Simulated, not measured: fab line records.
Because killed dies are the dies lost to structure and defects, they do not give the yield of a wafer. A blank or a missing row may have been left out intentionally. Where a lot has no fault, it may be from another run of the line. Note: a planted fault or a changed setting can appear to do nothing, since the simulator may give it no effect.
Split-lot study + flow n5 finfet + 7 lots, 21 wafers read, on a route of 1938 steps

== ON THE SPLIT ==
At N5_BEOL_M4_COAT_67 (time 60 s, resist thk 60 nm), the setting spin rpm was moved away from the recipe's 1500 rpm on 3 of the 21 wafers read, by -5.7% to +5.3%. This setting was run at the recipe's value on the other wafers.

== FROM THE SPLIT TO THE READING: what the file shows between them, 11 steps ==
- N5_BEOL_M4_COAT_22: resist thk 30 nm (also split here: spin rpm)
- N5_BEOL_M4_EBR_24
- N5_BEOL_M4_SOFTBAKE_23: time 60 s
- N5_BEOL_M4_EXPOSE_25: exposes mask V3, defocus 5 nm
- N5_BEOL_M4_PEB_26: peb time 60 s
- N5_BEOL_M4_DEVELOP_27: develop time 30 s
- N5_BEOL_M4_ALD_98: deposits SiO2, target thk 2.5 nm, pulse time 1 s, co reactant pulse time 1 s
- N5_BEOL_M4_ETCHBACK_99: etches SiO2 in CHF3, target depth 5 nm, time 10.4 s
- N5_BEOL_M4_ETCH_70: etches SOC in N2/H2, target depth 80 nm, overetch 24 nm, time 130 s
- N5_BEOL_M4_STRIP_71: strips in N2/H2
- N5_BEOL_M4_STRIP_78: strips in N2/H2

== THE READING ==
SOC_of_BEOL_M4_COAT_67.thk nm (the simulator's own value, which no gauge read), in nm, at N5_BEOL_M4_VIA_ETCH_34 (etches the open film in C4F6/O2, target depth 69.4 nm, time 65.9 s). No usual value for it is given in the file. Here, 18 wafers ran the recipe; their average is 51.9 nm with a standard deviation of 0.25 nm.

| wafer  | tool, chamber at the split | spin rpm as run, rpm | against the recipe | SOC_of_BEOL_M4_COAT_67.thk nm, nm | against lot-mates on the recipe |
|--------|----------------------------|----------------------|--------------------|-----------------------------------|---------------------------------|
| L074.1 | litho track-03, 0          | 1500                 | recipe             | 51.6                              | -                               |
| L074.3 | litho track-03, 0          | 1500                 | recipe             | 51.6                              | -                               |
| L074.2 | litho track-03, 0          | 1500                 | recipe             | 52                                | -                               |
| L076.1 | litho track-05, 0          | 1500                 | recipe             | 52.4                              | -                               |
| L076.2 | litho track-05, 0          | 1500                 | recipe             | 52.2                              | -                               |
| L076.4 | litho track-05, 0          | 1500                 | recipe             | 51.8                              | -                               |
| L078.2 | litho track-01, 0          | 1500                 | recipe             | 52.2                              | -                               |
| L078.3 | litho track-01, 0          | 1500                 | recipe             | 51.8                              | -                               |
| L078.6 | litho track-01, 0          | 1500                 | recipe             | 51.8                              | -                               |
| L082.1 | litho track-03, 0          | 1500                 | recipe             | 52                                | -                               |
| L082.4 | litho track-03, 0          | 1500                 | recipe             | 52                                | -                               |
| L082.3 | litho track-03, 0          | 1500                 | recipe             | 52.2                              | -                               |
| L084.2 | litho track-03, 0          | 1500                 | recipe             | 52                                | -                               |
| L084.5 | litho track-03, 0          | 1500                 | recipe             | 52                                | -                               |
| L084.3 | litho track-03, 0          | 1500                 | recipe             | 52.2                              | -                               |
| L087.3 | litho track-05, 0          | 1415                 | -5.7%              | 53.6                              | +1.7                            |
| L087.4 | litho track-05, 0          | 1500                 | recipe             | 51.8                              | -                               |
| L087.5 | litho track-05, 0          | 1500                 | recipe             | 52                                | -                               |
| L095.2 | litho track-03, 0          | 1500                 | recipe             | 51.4                              | -                               |
| L095.4 | litho track-03, 0          | 1580                 | +5.3%              | 50                                | -1.4                            |
| L095.5 | litho track-03, 0          | 1580                 | +5.3%              | 50                                | -1.4                            |

FIT RESULTS
A straight line over all 21 wafers: SOC_of_BEOL_M4_COAT_67.thk nm changes by -0.337 nm for each +1% of spin rpm; r = -0.94; the points scatter about the line by 0.25 nm.
The same after taking each lot's own level away (the mean of its wafers on the recipe; 21 wafers): -0.277 nm for each +1%; r = -0.96; scatter 0.16 nm.
On that fit, the largest move of spin rpm shifts the reading by 1.6 nm.
Across the lots, their own levels run from 51.40 to 52.13 nm, a range of 3.0 times the standard deviation given above.
Thus the slope moves with the lot-to-lot level: the two fits are different.
Check: for one of the wafers moved furthest among these (-5.7%), held out of the fit, the line's prediction against its lot-mates is +1.49 nm. Against them it came out at +1.7 nm.

== FURTHER SPLITS ON THESE WAFERS ==
Note: prior to the reading, these wafers also went through further splits. Each is held against what the fit with the lots' levels taken away leaves over:
| other split on the same wafers | wafers away from the commonest value | r with SOC_of_BEOL_M4_COAT_67.thk nm (lot level and that fit taken away) |
|--------------------------------|--------------------------------------|--------------------------------------------------------------------------|
| N5_BEOL_M1_ETCH_64 bias w      | 3                                    | -0.26                                                                    |
| N5_BEOL_M2_COAT_62 spin rpm    | 10                                   | -0.15                                                                    |
| N5_BEOL_M2_DESCUM_16 time s    | 5                                    | -0.28                                                                    |
| N5_BEOL_M2_DEP_57 time s       | 9                                    | +0.16                                                                    |
| N5_BEOL_M3_ILD_DEP_00 time s   | 3                                    | +0.06                                                                    |
| N5_BEOL_M3_ETCH_70 source w    | 7                                    | +0.08                                                                    |
| N5_BEOL_M4_COAT_22 spin rpm    | 10                                   | -0.17                                                                    |

== THE WHOLE CHAIN: every reading that the file lists as answering this split, in the file's order ==
| step                   | what it does                                                        | reading                                                                        | change (the file's fit)               | r (the file's) |
|------------------------|---------------------------------------------------------------------|--------------------------------------------------------------------------------|---------------------------------------|----------------|
| N5_BEOL_M4_COAT_67     | time 60 s, resist thk 60 nm                                         | SOC_of_BEOL_M4_COAT_67.thk nm (the simulator's own value, which no gauge read) | -0.292 nm for each +1% of the setting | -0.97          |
| N5_BEOL_M4_ETCH_70     | etches SOC in N2/H2, target depth 80 nm, overetch 24 nm, time 130 s | etch.depth nm (the simulator's own value, which no gauge read)                 | -0.287 nm for each +1% of the setting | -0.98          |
| N5_BEOL_M4_VIA_ETCH_34 | etches the open film in C4F6/O2, target depth 69.4 nm, time 65.9 s  | SOC_of_BEOL_M4_COAT_67.thk nm (the simulator's own value, which no gauge read) | -0.282 nm for each +1% of the setting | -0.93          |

== THE FILE'S OWN FIT ==
SOC_of_BEOL_M4_COAT_67.thk nm changes by -0.282 nm for each +1% of spin rpm, r = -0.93.
